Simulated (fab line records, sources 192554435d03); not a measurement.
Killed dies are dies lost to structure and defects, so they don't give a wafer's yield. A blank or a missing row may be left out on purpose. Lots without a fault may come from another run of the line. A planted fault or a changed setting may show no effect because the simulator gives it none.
Split-lot experiment | flow n5_finfet | 7 lots, 39 wafers read, on a route of 1938 steps

THE SPLIT
At N5_WELL_APT_EXPOSE_05 (exposes mask NWELL, defocus 0 nm, target cd 200 nm), the setting dose_mj was moved away from the recipe's 20.3 on 18 of the 39 wafers read, by -7.0% to +7.5%. The other wafers ran this setting at the recipe's value.

FROM THE SPLIT TO THE READING: what the file shows between them, 3 steps
- N5_WELL_APT_PEB_06: peb time 90 s
- N5_WELL_APT_DEVELOP_07: develop time 45 s
- N5_WELL_APT_HARDBAKE_12: time 120 s

THE READING
cd_nm, in nm, at N5_WELL_APT_CD_MEAS_08 (target cd 200 nm). Fault-free wafers of this fab line usually give 200.4 nm, standard deviation 1 nm.

wafer  | tool, chamber at the split | dose_mj as run | against the recipe | cd_nm, nm | against lot-mates on the recipe
L075.1 | krf_scanner-01, 0          | 20.3           | recipe             | 200.1     | -
L075.2 | krf_scanner-01, 0          | 20.3           | recipe             | 201.1     | -
L075.3 | krf_scanner-01, 0          | 18.91          | -6.8%              | 189.4     | -11.9
L075.4 | krf_scanner-01, 0          | 18.91          | -6.8%              | 189.8     | -11.5
L075.5 | krf_scanner-01, 0          | 18.91          | -6.8%              | 188.9     | -12.4
L075.6 | krf_scanner-01, 0          | 20.3           | recipe             | 202.7     | -
L078.1 | krf_scanner-02, 0          | 18.87          | -7.0%              | 189.8     | -11.7
L078.2 | krf_scanner-02, 0          | 20.3           | recipe             | 200.3     | -
L078.3 | krf_scanner-02, 0          | 20.3           | recipe             | 201.7     | -
L078.4 | krf_scanner-02, 0          | 18.87          | -7.0%              | 189.2     | -12.3
L078.5 | krf_scanner-02, 0          | 20.3           | recipe             | 202.4     | -
L078.6 | krf_scanner-02, 0          | 18.87          | -7.0%              | 190.1     | -11.4
L079.1 | krf_scanner-02, 0          | 19.89          | -2.0%              | 198.2     | -1.1
L079.2 | krf_scanner-02, 0          | 19.89          | -2.0%              | 198.4     | -0.9
L079.3 | krf_scanner-02, 0          | 20.3           | recipe             | 199.7     | -
L079.4 | krf_scanner-02, 0          | 19.89          | -2.0%              | 197.6     | -1.7
L079.5 | krf_scanner-02, 0          | 20.3           | recipe             | 199.0     | -
L079.6 | krf_scanner-02, 0          | 20.3           | recipe             | 199.1     | -
L084.1 | krf_scanner-01, 0          | 20.3           | recipe             | 198.3     | -
L084.2 | krf_scanner-01, 0          | 21.15          | +4.2%              | 206.8     | +7.8
L084.3 | krf_scanner-01, 0          | 20.3           | recipe             | 200.1     | -
L084.4 | krf_scanner-01, 0          | 21.15          | +4.2%              | 207.7     | +8.7
L084.5 | krf_scanner-01, 0          | 21.15          | +4.2%              | 207.4     | +8.4
L084.6 | krf_scanner-01, 0          | 20.3           | recipe             | 198.5     | -
L092.1 | krf_scanner-02, 0          | 20.94          | +3.2%              | 204.6     | +4.9
L092.2 | krf_scanner-02, 0          | 20.3           | recipe             | 199.0     | -
L092.3 | krf_scanner-02, 0          | 20.3           | recipe             | 199.1     | -
L092.4 | krf_scanner-02, 0          | 20.3           | recipe             | 200.9     | -
L092.5 | krf_scanner-02, 0          | 20.94          | +3.2%              | 204.7     | +5.0
L092.6 | krf_scanner-02, 0          | 20.94          | +3.2%              | 203.9     | +4.2
L094.1 | krf_scanner-02, 0          | 21.82          | +7.5%              | 212.1     | +11.8
L094.2 | krf_scanner-02, 0          | 20.3           | recipe             | 200.2     | -
L094.3 | krf_scanner-02, 0          | 21.82          | +7.5%              | 211.7     | +11.4
L094.4 | krf_scanner-02, 0          | 20.3           | recipe             | 200.0     | -
L094.5 | krf_scanner-02, 0          | 21.82          | +7.5%              | 212.2     | +11.9
L094.6 | krf_scanner-02, 0          | 20.3           | recipe             | 200.6     | -
L095.2 | krf_scanner-01, 0          | 20.3           | recipe             | 199.1     | -
L095.3 | krf_scanner-01, 0          | 20.3           | recipe             | 200.0     | -
L095.6 | krf_scanner-01, 0          | 20.3           | recipe             | 199.7     | -

THE FIT
A straight line over all 39 wafers: cd_nm changes by +1.54 nm for each +1% of dose_mj; r = +0.99; the points scatter about the line by 1 nm.
The same after taking each lot's own level away (the mean of its wafers on the recipe; 39 wafers): +1.66 nm for each +1%; r = +0.99; scatter 0.97 nm.
On that fit, the largest move of dose_mj shifts the reading by 12 nm.
The lots' own levels span 198.97 to 201.47 nm, that is 2.5 times the standard deviation above.
So the lot-to-lot level changes the slope little: the two slopes agree.
Check: with one of the wafers moved furthest among these (+7.5%) left out of the fit, the line predicts +12.6 nm for it against its lot-mates. It came out at +11.8 nm against them.

THE WHOLE CHAIN: every reading that the file lists as answering this split, in the file's order
step                   | what it does             | reading                                                         | change (the file's fit)              | r (the file's)
N5_WELL_APT_CD_MEAS_08 | target cd 200 nm         | cd_nm                                                           | +1.66 nm for each +1% of the setting | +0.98
N5_WELL_APT_DESCUM_13  | chemistry O2, time 7.9 s | WELL_APT.cd_nm (the simulator's own value, which no gauge read) | +1.65 nm for each +1% of the setting | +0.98

THE FILE'S OWN FIT
cd_nm changes by +1.66 nm for each +1% of dose_mj, r = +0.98.
